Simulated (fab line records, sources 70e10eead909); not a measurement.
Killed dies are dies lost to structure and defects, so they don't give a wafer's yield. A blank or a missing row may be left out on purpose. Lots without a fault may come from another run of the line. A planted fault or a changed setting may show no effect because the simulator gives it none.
fab line records | flow nand_harc | part 1 of 2: steps 1 to 4 of 6
record lots=23 wafers=69 last_day=33
route steps=1302 shown P_ZERO_WELL@18 P_GATE@215 P_CONTACT@235 P_M2@332
lots that met no fault: from a run of the same line without faults
start_h: hours from the record's first day to the start of the lot's first wafer shown | wait_h: hours since the lot's step before | " the same as in the row above | L1.1+2: a row that stands for several wafers | - no value, or no start given | * or withheld: withheld | < > ~ a bound
route shown NAME@n: a module of which the file shows steps, and the number in the route of the first | usual: mean/standard deviation of fault-free wafers | same: alike in all rows | chamber/n: place in a boat | sites: the reading at each site | _std_site: their standard deviation | _edge_site: outer sites' mean less inner sites' | radius_mm: how far each site lies from the wafer's centre | mask NAME#n: copy n | behind: the tool/chamber that last shaped the wafer | hold: why the lot was held/for how many hours/how that ended | device: the transistor (n, p or np) that didn't switch | end of line: the same wafers' tests at the end of the route | a step without rows: its recipe alone | killed: dies lost to structure and defects at the first sort, not the wafer's yield | map: a wafer's dies, x killed, . not, _ none there
set.NAME: the setting as run; set.NAME@STEP: as run at that earlier step | model.NAME: the simulator's own value behind a step, which no gauge read
steps of the route over a sample of lots; a table a step, a row a wafer
services: from which hour (start_h, from the record's first day; less than 0 if before it) a tool's chamber was out of use, for how many hours, and why
## steps
# step NHARC_P_ZERO_WELL_ETCH_62
# recipe target_depth_a=130 time_s=6.5 chf3_flow_sccm=50 ar_flow_sccm=200 rf_w=500 bias_w=200 chemistry=CHF3/Ar
# usual drypump_motor_current_A=5.7/0.58 oes_product_au=0.960/0.017 rf_vpp_V=369.7/2.1 showerhead_plenum_p_Torr=2.30/0.093 throttle_valve_pct=20.217/0.0093
# columns lot.wafer tool chamber start_h wait_h drypump_motor_current_A oes_product_au rf_hours_counter_h rf_vpp_V showerhead_plenum_p_Torr throttle_valve_pct
L074.1 rie_diel-11 2 - - 5.3 0.991 35 370.4 2.31 20.213
L074.2 " 3 " " 6.2 0.975 25 366.7 2.19 20.192
L074.6 " 0 " " 6.0 0.951 - 367.0 2.17 20.225
L076.2 rie_diel-11 0 - - 6.0 0.964 46 366.5 2.17 20.212
L076.1 " 1 " " 6.3 0.961 44 370.9 2.36 20.223
L076.5 " 1 " " 6.3 0.961 - 370.0 2.36 20.212
L077.2 rie_diel-03 2 - - 5.8 0.960 38 371.7 2.40 20.217
L077.4 " 2 " " 5.8 0.968 - 370.6 2.40 20.223
L077.6 " 3 " " 5.8 0.973 - 371.8 2.43 20.226
L078.2 rie_diel-03 3 - - 5.8 0.944 40 372.8 2.42 20.213
L078.3 " 1 " " 4.7 0.939 43 367.9 2.22 20.208
L078.6 " 2 " " 5.8 0.931 - 372.5 2.40 20.226
L079.1 rie_diel-13 2 - - 5.6 0.927 23 368.5 2.30 20.220
L079.2 " 0 " " 6.5 0.934 20 370.6 2.34 20.214
L079.5 " 2 " " 5.6 0.927 - 370.3 2.30 20.215
L080.3 rie_diel-13 1 - - 4.8 0.948 26 371.2 2.32 20.208
L080.6 " 2 " " 5.6 0.941 - 369.9 2.30 20.230
L080.5 " 3 " " 5.2 0.939 - 368.0 2.20 20.226
L081.1 rie_diel-13 1 - - 4.8 0.952 30 368.8 2.32 20.209
L081.3 " 2 " " 5.6 0.982 31 370.1 2.30 20.228
L081.6 " 0 " " 6.5 0.963 - 370.9 2.33 20.220
L082.3 rie_diel-11 1 - - 6.3 0.990 4 370.7 2.36 20.214
L082.1 " 3 " " 6.2 0.967 3 366.5 2.19 20.220
L082.5 " 0 " " 6.0 0.970 - 375.3 2.53 20.218
L083.1 rie_diel-13 1 - - 4.8 0.968 40 371.5 2.32 20.223
L083.2 " 0 " " 6.5 0.983 37 369.5 2.33 20.206
L083.5 " 2 " " 5.7 0.965 - 369.6 2.29 20.228
L084.3 rie_diel-13 2 - - 5.6 0.935 42 369.7 2.29 20.223
L084.5 " 3 " " 5.2 0.927 - 367.1 2.19 20.209
L084.6 " 0 " " 6.5 0.964 - 369.6 2.33 20.224
L085.3 rie_diel-03 3 - - 5.8 0.960 6 371.3 2.42 20.212
L085.5 " 1 " " 4.7 0.973 - 367.5 2.21 20.221
L085.6 " 2 " " 5.8 0.959 - 372.2 2.39 20.218
L086.2 rie_diel-13 0 - - 6.5 0.965 47 369.8 2.33 20.221
L086.3 " 3 " " 5.2 0.958 45 366.7 2.19 20.218
L086.6 " 0 " " 6.5 0.968 - 369.2 2.33 20.218
L087.1 rie_diel-11 2 - - 5.3 0.980 23 368.8 2.30 20.215
L087.6 " 3 " " 6.2 0.981 - 366.7 2.18 20.204
L087.5 " 1 " " 6.3 0.957 - 369.5 2.35 20.239
L088.4 rie_diel-13 0 - - 6.5 0.984 56 370.0 2.32 20.224
L088.6 " 1 " " 4.8 0.958 - 369.3 2.31 20.212
L088.5 " 2 " " 5.6 0.954 - 369.9 2.29 20.222
L089.4 rie_diel-03 1 - - 4.7 0.976 23 367.8 2.20 20.203
L089.3 " 2 " " 5.8 0.956 21 372.2 2.39 20.229
L089.1 " 0 " " 5.4 0.978 19 370.2 2.27 20.218
L090.3 rie_diel-11 2 - - 5.3 0.965 35 369.7 2.29 20.216
L090.2 " 3 " " 6.2 0.966 29 366.4 2.18 20.224
L090.6 " 0 " " 6.0 0.981 - 373.2 2.52 20.225
L091.2 rie_diel-11 0 - - 6.0 0.974 35 374.5 2.52 20.207
L091.3 " 2 " " 5.3 0.955 38 369.4 2.29 20.226
L091.6 " 3 " " 6.2 0.962 - 367.0 2.17 20.228
L092.1 rie_diel-13 3 - - 5.3 0.915 9 366.5 2.18 20.223
L092.6 " 0 " " 6.5 0.932 - 371.0 2.32 20.224
L092.5 " 1 " " 4.8 0.923 - 369.9 2.31 20.222
L093.2 rie_diel-13 1 - - 4.8 0.981 16 369.1 2.31 20.220
L093.3 " 3 " " 5.3 0.956 11 368.1 2.18 20.192
L093.5 " 1 " " 4.8 0.967 - 370.0 2.31 20.217
L094.3 rie_diel-11 2 - - 5.3 0.960 48 369.9 2.29 20.228
L094.1 " 3 " " 6.2 0.950 43 367.7 2.17 20.215
L094.6 " 3 " " 6.2 0.946 - 366.7 2.17 20.196
L095.1 rie_diel-13 2 - - 5.6 0.954 23 368.9 2.28 20.233
L095.4 " 1 " " 4.8 0.959 25 371.0 2.30 20.217
L095.5 " 3 " " 5.3 0.983 - 366.2 2.18 20.215
L096.4 rie_diel-11 3 - - 6.2 0.960 50 366.8 2.17 20.207
L096.1 " 1 " " 6.3 0.984 54 370.0 2.34 20.218
L096.3 " 2 " " 5.3 0.988 55 370.0 2.28 20.223
L097.4 rie_diel-11 0 - - 6.0 0.949 54 375.4 2.51 20.206
L097.2 " 1 " " 6.3 0.962 55 371.4 2.34 20.205
L097.5 " 2 " " 5.3 0.944 - 368.4 2.28 20.211
# step NHARC_P_GATE_RTA_82
# recipe temp_c=450 time_s=30
# usual lamp_power_pct=3.88/0.24 wafer_temp_C_max=451.9/0.49
# columns lot.wafer tool chamber start_h wait_h lamp_power_pct wafer_temp_C_max
L074.1 rtp_anneal-01 0 121.82 - 4.22 451.5
L074.2 " 0 " " 4.23 451.5
L074.6 " 0 " " 4.22 451.2
L076.1 rtp_anneal-01 0 132.70 - 4.22 451.4
L076.2 " 0 " " 4.23 451.5
L076.5 " 0 " " 4.22 451.7
L077.2 rtp_anneal-02 0 149.57 - 3.71 452.3
L077.4 " 0 " " 3.71 451.8
L077.6 " 0 " " 3.71 451.8
L078.2 rtp_anneal-01 0 157.80 - 4.22 451.2
L078.3 " 0 " " 4.22 451.5
L078.6 " 0 " " 4.22 451.4
L079.1 rtp_anneal-01 0 162.60 - 4.22 451.9
L079.2 " 0 " " 4.21 451.2
L079.5 " 0 " " 4.22 451.6
L080.3 rtp_anneal-02 0 178.78 - 3.71 452.6
L080.5 " 0 " " 3.71 451.7
L080.6 " 0 " " 3.71 451.7
L081.1 rtp_anneal-02 0 179.61 - 3.70 452.9
L081.3 " 0 " " 3.71 452.2
L081.6 " 0 " " 3.71 452.3
L082.1 rtp_anneal-01 0 190.35 - 4.23 450.8
L082.3 " 0 " " 4.22 451.2
L082.5 " 0 " " 4.22 451.4
L083.1 rtp_anneal-01 0 204.19 - 4.22 451.7
L083.2 " 0 " " 4.22 451.3
L083.5 " 0 " " 4.22 451.3
L084.3 rtp_anneal-02 0 217.99 - 3.71 451.6
L084.5 " 0 " " 3.71 452.1
L084.6 " 0 " " 3.70 451.6
L085.3 rtp_anneal-02 0 220.87 - 3.71 452.1
L085.5 " 0 " " 3.70 452.4
L085.6 " 0 " " 3.71 452.8
L086.2 rtp_anneal-02 0 238.82 - 3.70 452.0
L086.3 " 0 " " 3.70 451.9
L086.6 " 0 " " 3.70 451.9
L088.4 rtp_anneal-01 0 261.11 - 4.22 451.5
L088.5 " 0 " " 4.22 451.9
L088.6 " 0 " " 4.21 451.2
L087.1 rtp_anneal-02 0 261.80 - 3.71 452.1
L087.5 " 0 " " 3.71 452.0
L087.6 " 0 " " 3.71 451.7
L089.1 rtp_anneal-02 0 262.66 - 3.71 451.8
L089.3 " 0 " " 3.71 451.8
L089.4 " 0 " " 3.70 451.9
L090.2 rtp_anneal-02 0 276.33 - 3.71 452.6
L090.3 " 0 " " 3.71 452.1
L090.6 " 0 " " 3.71 452.6
L091.2 rtp_anneal-02 0 286.25 - 3.71 452.0
L091.3 " 0 " " 3.71 451.8
L091.6 " 0 " " 3.71 451.8
L092.1 rtp_anneal-02 0 296.87 - 3.71 452.2
L092.5 " 0 " " 3.70 452.1
L092.6 " 0 " " 3.71 453.1
L093.2 rtp_anneal-02 0 301.14 - 3.71 452.2
L093.3 " 0 " " 3.71 452.5
L093.5 " 0 " " 3.72 452.2
L094.1 rtp_anneal-02 0 315.45 - 3.71 451.8
L094.3 " 0 " " 3.70 452.1
L094.6 " 0 " " 3.71 452.1
L095.1 rtp_anneal-02 0 325.71 - 3.71 452.0
L095.4 " 0 " " 3.70 451.9
L095.5 " 0 " " 3.71 451.6
L096.1 rtp_anneal-01 0 329.83 - 4.22 451.3
L096.3 " 0 " " 4.22 451.5
L096.4 " 0 " " 4.23 451.4
L097.2 rtp_anneal-02 0 346.39 - 3.70 451.8
L097.4 " 0 " " 3.71 452.2
L097.5 " 0 " " 3.70 451.5
# step NHARC_P_CONTACT_DESCUM_17
# recipe time_s=3 o2_flow_sccm=200 ar_flow_sccm=0 bias_power_w=0 chemistry=O2
# usual drypump_motor_current_A=5.87/0.29 oes_product_au=0.997/0.012 rf_vpp_V=57.8/0.97 showerhead_plenum_p_Torr=1.92/0.084 throttle_valve_pct=11.312/0.0094
# same bias_power_w=0
# columns lot.wafer tool chamber start_h wait_h drypump_motor_current_A oes_product_au rf_hours_counter_h rf_vpp_V showerhead_plenum_p_Torr throttle_valve_pct
L074.1 rie_diel-10 0 123.83 0.1 5.84 0.999 1.2 59.2 2.01 11.315
L074.2 " 1 " " 5.84 0.995 1.2 58.1 2.07 11.299
L074.6 " 3 " " 6.03 1.001 - 58.2 1.87 11.305
L076.1 rie_diel-05 2 134.57 0.1 6.22 0.990 4.3 58.9 1.95 11.303
L076.2 " 0 " " 5.34 0.992 4.4 59.0 1.79 11.302
L076.5 " 2 " " 6.22 0.987 - 58.4 1.95 11.318
L077.2 rie_diel-05 3 151.77 0.1 5.97 1.003 6.0 57.2 1.83 11.330
L077.4 " 1 " " 5.60 0.986 5.1 58.5 1.91 11.302
L077.6 " 3 " " 5.96 0.992 - 56.8 1.83 11.298
L078.3 rie_diel-08 0 159.66 0.1 6.28 1.010 3.4 58.5 1.95 11.303
L078.2 " 1 " " 6.05 0.987 3.1 56.6 1.85 11.317
L078.6 " 0 " " 6.26 1.002 - 56.9 1.95 11.308
L079.1 rie_diel-05 0 164.93 0.1 5.36 0.995 6.0 58.3 1.79 11.298
L079.2 " 1 " " 5.62 0.992 5.6 57.6 1.91 11.319
L079.5 " 3 " " 5.96 0.996 - 56.6 1.83 11.323
L080.3 rie_diel-10 2 180.75 0.1 5.92 0.971 2.4 58.4 1.84 11.320
L080.6 " 0 " " 5.77 0.986 - 59.2 2.01 11.308
L080.5 " 1 " " 5.80 1.008 - 60.0 2.07 11.297
L081.3 rie_diel-05 0 181.61 0.1 5.35 0.994 7.0 55.9 1.79 11.328
L081.1 " 2 " " 6.20 0.980 7.7 57.2 1.95 11.315
L081.6 " 3 " " 5.96 0.997 - 56.0 1.83 11.292
L082.1 rie_diel-05 1 192.35 0.1 5.63 0.991 7.2 56.8 1.91 11.304
L082.3 " 2 " " 6.19 0.988 8.2 59.7 1.95 11.312
L082.5 " 1 " " 5.60 0.992 - 56.7 1.91 11.339
L083.1 rie_diel-10 1 206.24 0.1 5.81 1.018 2.9 57.6 2.07 11.306
L083.2 " 2 " " 5.92 0.976 3.2 57.0 1.84 11.305
L083.5 " 1 " " 5.80 0.999 - 60.0 2.07 11.312
L084.3 rie_diel-08 2 219.94 0.1 5.09 0.993 0.4 58.6 1.93 11.320
L084.5 " 3 " " 6.22 0.984 - 59.5 1.98 11.306
L084.6 " 0 " " 6.31 1.003 - 57.4 1.95 11.313
L085.3 rie_diel-08 1 222.80 0.1 6.04 0.979 0.7 56.8 1.85 11.303
L085.5 " 1 " " 6.05 0.975 - 58.8 1.85 11.304
L085.6 " 2 " " 5.12 0.992 - 57.3 1.93 11.307
L086.2 rie_diel-05 2 240.82 0.1 6.19 1.016 0.1 58.5 1.95 11.310
L086.3 " 1 " " 5.63 1.005 0.1 57.5 1.91 11.328
L086.6 " 3 " " 6.00 1.002 - 56.9 1.83 11.314
L088.4 rie_diel-08 2 263.05 0.1 5.10 0.989 1.6 57.1 1.93 11.298
L088.5 " 3 " " 6.22 0.989 - 58.0 1.98 11.309
L088.6 " 0 " " 6.22 1.011 - 57.2 1.95 11.311
L087.1 rie_diel-10 3 263.80 0.1 6.06 0.997 0.4 56.9 1.86 11.321
L087.6 " 3 " " 6.01 1.002 - 56.3 1.87 11.330
L087.5 " 0 " " 5.76 0.989 - 57.9 2.00 11.330
L089.1 rie_diel-10 2 264.66 0.1 5.93 1.012 0.6 57.0 1.84 11.316
L089.4 " 3 " " 6.02 0.998 0.7 57.9 1.87 11.302
L089.3 " 1 " " 5.79 1.007 0.8 58.2 2.07 11.322
L090.3 rie_diel-10 2 278.54 0.1 5.92 1.014 1.1 58.4 1.84 11.317
L090.2 " 3 " " 6.05 1.014 1.2 58.9 1.87 11.314
L090.6 " 3 " " 6.05 1.010 - 57.9 1.87 11.324
L091.2 rie_diel-10 0 288.22 0.1 5.79 0.978 1.8 59.1 2.00 11.291
L091.3 " 3 " " 6.05 1.001 1.5 57.1 1.87 11.305
L091.6 " 1 " " 5.79 1.008 - 58.3 2.07 11.314
L092.1 rie_diel-05 3 298.88 0.1 5.98 1.009 4.0 55.2 1.82 11.314
L092.6 " 1 " " 5.63 1.006 - 57.1 1.90 11.304
L092.5 " 2 " " 6.20 1.016 - 57.8 1.95 11.304
L093.3 rie_diel-10 1 302.98 0.1 5.76 1.006 2.5 58.8 2.07 11.313
L093.2 " 3 " " 6.04 1.005 2.0 57.5 1.86 11.313
L093.5 " 2 " " 5.90 1.004 - 56.5 1.84 11.300
L094.3 rie_diel-10 2 317.48 0.1 5.94 1.017 2.4 57.3 1.84 11.312
L094.1 " 3 " " 6.02 1.007 2.4 56.7 1.87 11.312
L094.6 " 1 " " 5.79 1.010 - 58.5 2.07 11.309
L095.4 rie_diel-10 2 327.70 0.1 5.91 1.022 3.1 57.3 1.84 11.321
L095.1 " 3 " " 6.03 1.010 3.1 58.8 1.86 11.318
L095.5 " 3 " " 5.98 1.008 - 58.1 1.86 11.329
L096.3 rie_diel-10 1 331.84 0.1 5.76 0.990 4.0 59.2 2.07 11.321
L096.4 " 3 " " 6.07 0.999 3.6 58.4 1.86 11.313
L096.1 " 0 " " 5.78 0.978 3.2 58.2 2.00 11.287
L097.4 rie_diel-10 0 348.36 0.1 5.76 0.971 3.8 60.1 2.00 11.324
L097.2 " 3 " " 6.07 1.007 4.3 59.1 1.86 11.321
L097.5 " 0 " " 5.74 0.987 - 57.0 2.00 11.309
# step NHARC_P_M2_ETCH_35
# recipe target_depth_a=400 overetch_a=120 time_s=43.94 ion_energy_ev=200 n2_flow_sccm=150 h2_flow_sccm=150 ar_flow_sccm=0 rf_w=400 bias_w=150 chemistry=N2/H2
# usual drypump_motor_current_A=5.8/0.47 oes_product_au=0.998/0.0084 rf_vpp_V=430.1/2.5 showerhead_plenum_p_Torr=2.03/0.082 throttle_valve_pct=14.171/0.01
# columns lot.wafer tool chamber start_h wait_h drypump_motor_current_A oes_product_au rf_hours_counter_h rf_vpp_V showerhead_plenum_p_Torr throttle_valve_pct
L074.1 rie_diel-01 2 136.68 0.1 5.4 0.987 3.6 429.2 2.03 14.171
L074.2 " 3 " " 6.4 1.002 3.9 433.0 2.13 14.170
L074.6 " 2 " " 5.4 0.997 - 429.9 2.03 14.159
L076.1 rie_diel-01 0 147.33 0.1 5.5 0.996 5.2 427.1 1.93 14.182
L076.2 " 2 " " 5.4 1.005 3.9 430.1 2.03 14.180
L076.5 " 0 " " 5.5 0.996 - 427.6 1.93 14.162
L077.4 rie_diel-09 3 164.19 0.1 5.7 1.017 0.1 429.9 2.06 14.160
L077.2 " 2 " " 6.5 1.020 0.2 433.3 2.14 14.163
L077.6 " 3 " " 5.7 1.005 - 429.9 2.06 14.180
L078.2 rie_diel-02 1 172.60 0.1 5.7 0.993 6.5 429.4 2.01 14.173
L078.3 " 2 " " 5.5 1.002 6.1 430.0 1.99 14.168
L078.6 " 2 " " 5.5 0.998 - 429.1 1.99 14.173
L079.2 rie_diel-01 3 177.18 0.1 6.4 1.004 6.2 432.4 2.13 14.166
L079.1 " 2 " " 5.4 1.000 6.4 429.1 2.03 14.174
L079.5 " 3 " " 6.4 1.004 - 433.2 2.13 14.168
L080.3 rie_diel-09 1 193.13 0.1 5.1 0.975 2.4 434.6 2.19 14.153
L080.6 " 1 " " 5.1 0.981 - 435.6 2.19 14.168
L080.5 " 0 " " 5.1 0.998 - 428.9 1.96 14.160
L081.1 rie_diel-02 3 194.51 0.1 5.7 0.988 8.3 430.6 2.02 14.173
L081.3 " 0 " " 5.5 0.994 6.5 427.0 1.90 14.171
L081.6 " 2 " " 5.4 0.999 - 428.8 1.99 14.166
L082.3 rie_diel-02 0 204.94 0.1 5.5 1.020 7.0 425.5 1.90 14.164
L082.1 " 2 " " 5.4 1.010 8.5 429.7 1.99 14.159
L082.5 " 3 " " 5.7 1.006 - 430.8 2.02 14.169
L083.2 rie_diel-01 3 218.80 0.1 6.4 1.000 0.1 432.2 2.13 14.168
L083.1 " 0 " " 5.5 1.006 0.1 427.3 1.93 14.183
L083.5 " 2 " " 5.4 0.996 - 428.2 2.02 14.187
L084.3 rie_diel-02 1 232.70 0.1 5.7 0.994 0.0 429.5 2.01 14.156
L084.6 " 1 " " 5.7 1.004 - 429.2 2.01 14.160
L084.5 " 2 " " 5.5 0.999 - 428.9 1.99 14.167
L085.3 rie_diel-02 1 235.44 0.1 5.7 0.992 0.3 428.7 2.01 14.169
L085.6 " 3 " " 5.7 0.996 - 431.0 2.02 14.190
L085.5 " 0 " " 5.5 1.006 - 427.1 1.90 14.179
L086.2 rie_diel-01 3 253.49 0.1 6.4 0.995 2.4 433.4 2.13 14.185
L086.3 " 0 " " 5.5 1.004 2.3 426.6 1.93 14.167
L086.6 " 3 " " 6.4 0.983 - 432.8 2.13 14.173
L088.4 rie_diel-01 2 275.49 0.1 5.3 0.994 3.4 430.2 2.02 14.165
L088.6 " 0 " " 5.5 1.000 - 427.4 1.93 14.156
L088.5 " 1 " " 6.5 0.997 - 431.4 2.10 14.180
L087.1 rie_diel-09 3 276.30 0.1 5.7 1.001 5.7 431.4 2.06 14.185
L087.6 " 1 " " 5.1 1.000 - 434.5 2.19 14.166
L087.5 " 2 " " 6.4 1.011 - 433.5 2.14 14.150
L089.3 rie_diel-09 3 277.17 0.1 5.7 0.993 5.7 432.1 2.06 14.165
L089.4 " 0 " " 5.1 0.987 7.0 428.1 1.96 14.179
L089.1 " 2 " " 6.4 1.002 7.8 431.4 2.14 14.162
L090.2 rie_diel-01 0 290.93 0.1 5.5 1.008 4.7 427.6 1.93 14.168
L090.3 " 1 " " 6.5 0.998 4.7 431.4 2.10 14.159
L090.6 " 0 " " 5.5 0.993 - 426.6 1.93 14.160
L091.3 rie_diel-01 3 300.60 0.1 6.4 1.000 5.1 431.8 2.13 14.158
L091.2 " 1 " " 6.5 0.995 4.9 432.5 2.10 14.187
L091.6 " 0 " " 5.5 0.995 - 427.2 1.93 14.170
L092.1 rie_diel-02 0 311.35 0.1 5.5 1.006 4.3 427.7 1.90 14.172
L092.6 " 1 " " 5.7 0.996 - 429.6 2.01 14.177
L092.5 " 2 " " 5.4 0.989 - 428.1 1.99 14.184
L093.2 rie_diel-01 0 315.59 0.1 5.5 1.003 6.1 427.4 1.93 14.174
L093.3 " 1 " " 6.5 0.992 6.0 431.9 2.10 14.176
L093.5 " 1 " " 6.5 0.995 - 433.8 2.10 14.176
L094.1 rie_diel-01 2 330.10 0.1 5.4 0.991 6.3 431.2 2.02 14.167
L094.3 " 3 " " 6.4 0.997 6.7 433.0 2.13 14.159
L094.6 " 0 " " 5.5 1.010 - 427.4 1.93 14.184
L095.1 rie_diel-02 0 340.74 0.1 5.5 1.003 6.3 425.7 1.90 14.157
L095.4 " 3 " " 5.7 0.982 4.9 430.4 2.02 14.155
L095.5 " 0 " " 5.5 0.999 - 427.2 1.90 14.168
L096.1 rie_diel-02 2 345.25 0.1 5.4 0.996 5.3 428.8 1.99 14.186
L096.3 " 3 " " 5.7 0.986 5.0 429.3 2.02 14.178
L096.4 " 0 " " 5.4 1.003 6.4 426.5 1.90 14.195
L097.2 rie_diel-01 1 361.42 0.1 6.5 0.997 7.5 432.8 2.09 14.173
L097.4 " 2 " " 5.4 0.985 7.7 429.6 2.02 14.177
L097.5 " 0 " " 5.5 1.003 - 428.0 1.93 14.176
